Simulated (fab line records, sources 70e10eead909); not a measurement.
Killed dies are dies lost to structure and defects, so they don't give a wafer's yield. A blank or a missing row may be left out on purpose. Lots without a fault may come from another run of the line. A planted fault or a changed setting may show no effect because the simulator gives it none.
A struck lot beside a sound one | flow nand_harc | 17 steps out of a route of 1302
Sound: wafers L423.2, L423.4, L423.6. Struck: wafers L425.1, L425.3, L425.5. The cause comes at the end.
At each step with rows: each side's tool, then ch and its chambers, then its first start. Under that, the readings that differ: sound wafers | struck wafers | difference of the means | sigmas: that difference in standard deviations of wafers without a fault.
alike: readings whose means differ by less than 2 such deviations, and words and numbers that are the same on both sides. not compared: withheld readings, readings that some wafer has no value for, bounds like >300 that may hide the same value, and numbers for which the record gives no deviation and whose values overlap.
The two part at a step that has a row with sigmas, a row that says differs or no value, or rows on one side only. Numbers that don't overlap but have no deviation are shown without sigmas and don't part them. A reading that every wafer of one side lacks parts them only if that side has two wafers or more.

NHARC_A_BONDPAD_ETCH_34: etches the open film in N2/H2, target depth 60 nm, overetch 18 nm, time 65.91 s.
  sound on rie_diel-12 ch 0,2,3, day 27 17:49; struck on rie_diel-12 ch 0,1, day 28 21:44
  alike: drypump_motor_current_A, oes_product_au, rf_vpp_V, showerhead_plenum_p_Torr, throttle_valve_pct
  not compared: rf_hours_counter_h
NHARC_A_BONDPAD_ETCH_12: etches the open film in CHF3/O2, target depth 220 nm, time 110 s.
  sound on rie_diel-12 ch 2,3; struck on rie_diel-12 ch 0,2,3
  alike: drypump_motor_current_A, oes_product_au, rf_vpp_V, showerhead_plenum_p_Torr, throttle_valve_pct
  not compared: rf_hours_counter_h
NHARC_A_BONDPAD_CD_MEAS_13:
  sound on cd_sem-01, day 27 18:03; struck on cd_sem-01, day 28 21:58
  alike: cd_nm
NHARC_A_BONDPAD_STRIP_15: strips in O2.
  sound on rie_diel-12 ch 1,2, day 27 18:07; struck on rie_diel-03 ch 1,3, day 28 22:04
  alike: drypump_motor_current_A, oes_product_au, rf_vpp_V, showerhead_plenum_p_Torr, throttle_valve_pct
  not compared: rf_hours_counter_h
NHARC_A_BONDPAD_ETCH_24: etches the open film in CF4/N2, target depth 30 nm, time 72.99 s.
  sound on rie_diel-12 ch 1,3; struck on rie_diel-03 ch 1,3
  alike: drypump_motor_current_A, oes_product_au, rf_vpp_V, showerhead_plenum_p_Torr, throttle_valve_pct
  not compared: rf_hours_counter_h
then, 2 steps without rows for these wafers: NHARC_A_BONDPAD_STRIP_16 (strips in post etch residue remover, time 600 s); NHARC_A_BONDPAD_DEGAS_25 (time 60 s).
NHARC_A_BONDPAD_PRE_CLEAN_26: time 30 s.
  sound on pvd_sputter-01; struck on pvd_sputter-03
  alike: heater_power_w
then, 4 steps without rows for these wafers: NHARC_A_BONDPAD_PVD_17 (deposits TaN, target thk 5 nm, time 8.06 s); NHARC_A_BONDPAD_PVD_27 (deposits Cu, target thk 30 nm, time 20.49 s); NHARC_A_BONDPAD_ECD_18 (material Cu, target thk 400 nm); NHARC_A_BONDPAD_ANNEAL_28 (time 90 s).
NHARC_A_BONDPAD_CMP_19: polishes, t overpolish 30 s, cu recess touch 16 s, target thk 169.82 nm.
  sound on cmp-02 ch 0,3, day 27 19:46; struck on cmp-01 ch 0,1,2, day 28 23:44
  no value came back on the struck wafers for any of 5 readings (cu_recess_touch_s (s), edge_zone_pressure_frac and others); on the sound wafers cu_recess_touch_s (s) reads 16 16 16
  not compared: pad_life_wafers
NHARC_A_BONDPAD_THK_MEAS_20: measures by xrf.
  sound on film_metro-02, day 27 20:06; struck on film_metro-02, day 29 00:00
  reading     | sound             | struck            | difference | sigmas
  thk_nm (nm) | 169.9 169.3 171.4 | 403.5 401.9 399.9 | +231.6     | +99 or more
then, 1 step without rows for these wafers: NHARC_A_BONDPAD_SRD_21 (time 30 s, dry time 20 s).
NHARC_A_BONDPAD_INSPECT_23:
  sound on defect_inspect-02, day 27 20:18; struck on defect_inspect-02, day 29 00:13
  reading          | sound       | struck         | difference | sigmas
  raw_defect_count | 523 578 629 | 3271 3315 3188 | +2681      | +22
NHARC_END_SORT_01:
  sound on prober-02 ch 0, day 29 01:01; struck on prober-01 ch 0, day 30 02:02
  reading                  | sound          | struck      | difference | sigmas
  defect_limited_yield (%) | 91.3 89.4 91.3 | 0 0 0       | -91        | -38
  killed_at_array          | 56 69 56       | 674 672 673 | +613       | +38
  killed_dies              | 59 72 59       | 677 677 677 | +614       | +38
  alike: killed_at_other, killed_at_periphery, killed_open, killed_short

WHERE THEY PART
First at NHARC_A_BONDPAD_CMP_19; last, within this record, at NHARC_END_SORT_01.

WHY: what the simulator had put in
Skipped step whole: cmp-01, from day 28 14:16 on, at NHARC_A_BONDPAD_CMP_19. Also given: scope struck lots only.
